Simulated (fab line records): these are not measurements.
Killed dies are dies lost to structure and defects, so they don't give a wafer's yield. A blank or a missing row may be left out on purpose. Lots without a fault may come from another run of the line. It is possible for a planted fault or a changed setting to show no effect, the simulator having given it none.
Chamber matching | flow n5-finfet | N5_SD_EPI_N_ETCH_16 on rie-diel-05 has 4 sister chambers
The step etches SiO2 in CHF3/O2, target depth 5 nm. 18 wafers are shown with their chamber, then 9 later ones without.

== EACH WAFER AND ITS CHAMBER ==
wafer  | chamber | showerhead-plenum-p-Torr (Torr) | oes-product-au (a.u.) | throttle-valve-pct (%)
L074.1 | 1       | 2.38                            | 0.67                  | 19.09
L074.4 | 1       | 2.38                            | 0.68                  | 19.09
L074.6 | 3       | 2.39                            | 0.69                  | 18.91
L076.3 | 0       | 2.49                            | 0.94                  | 18.81
L076.4 | 3       | 2.39                            | 0.69                  | 18.93
L076.6 | 1       | 2.38                            | 0.68                  | 19.09
L078.2 | 1       | 2.38                            | 0.68                  | 19.09
L078.3 | 2       | 2.50                            | 0.79                  | 18.94
L078.6 | 3       | 2.39                            | 0.69                  | 18.91
L077.4 | 2       | 2.50                            | 0.78                  | 18.94
L077.5 | 1       | 2.38                            | 0.68                  | 19.10
L077.6 | 0       | 2.49                            | 0.93                  | 18.82
L079.1 | 2       | 2.50                            | 0.79                  | 18.95
L079.4 | 2       | 2.50                            | 0.78                  | 18.95
L079.6 | 3       | 2.39                            | 0.67                  | 18.91
L081.1 | 2       | 2.50                            | 0.78                  | 18.96
L081.2 | 3       | 2.38                            | 0.68                  | 18.93
L081.6 | 2       | 2.50                            | 0.79                  | 18.96

SIGNATURES, as means of the wafers listed above
reading                  | chamber 0 | chamber 1 | chamber 2 | chamber 3 | scatter within a chamber
showerhead-plenum-p-Torr | 2.4900    | 2.3800    | 2.5000    | 2.3880    | 0.00239
oes-product-au           | 0.9350    | 0.6780    | 0.7850    | 0.6840    | 0.00655
throttle-valve-pct       | 18.8150   | 19.0920   | 18.9500   | 18.9180   | 0.00849
Rule: a wafer's distance from a chamber is the root of the sum, over the readings, of the square of ((its reading less the chamber's mean) divided by the reading's scatter). The wafer belongs to the nearest chamber; if the next one is less than 2 further off, it can't be placed. The scatter is the square root of a quotient: the sum, over the shown wafers, of each reading's squared deviation from its chamber's mean, divided by wafers minus chambers.

== WAFERS MISSING THEIR CHAMBER ==
wafer  | showerhead-plenum-p-Torr (Torr) | oes-product-au (a.u.) | throttle-valve-pct (%)
L082.1 | 2.48                            | 0.91                  | 18.85
L082.3 | 2.48                            | 0.91                  | 18.84
L082.4 | 2.48                            | 0.91                  | 18.83
L086.2 | 2.48                            | 0.87                  | 18.85
L086.4 | 2.38                            | 0.67                  | 18.97
L086.5 | 2.48                            | 0.87                  | 18.86
L090.2 | 2.49                            | 0.77                  | 18.98
L090.4 | 2.37                            | 0.97                  | 18.71
L090.6 | 2.49                            | 0.77                  | 18.98

== EACH ONE'S CHAMBER ==
wafer  | from the rows above     | in truth
L082.1 | 0                       | 0
L082.3 | 0                       | 0
L082.4 | 0                       | 0
L086.2 | 0                       | 0
L086.4 | 3                       | 3
L086.5 | 0                       | 0
L090.2 | 2                       | 2
L090.4 | can't be placed: 3 or 0 | 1
L090.6 | 2                       | 2
Correct placement for 8 of the 9. Cannot be placed on the basis of these rows: 1; the candidates contain the true chamber in 0. 0 placed wrongly.
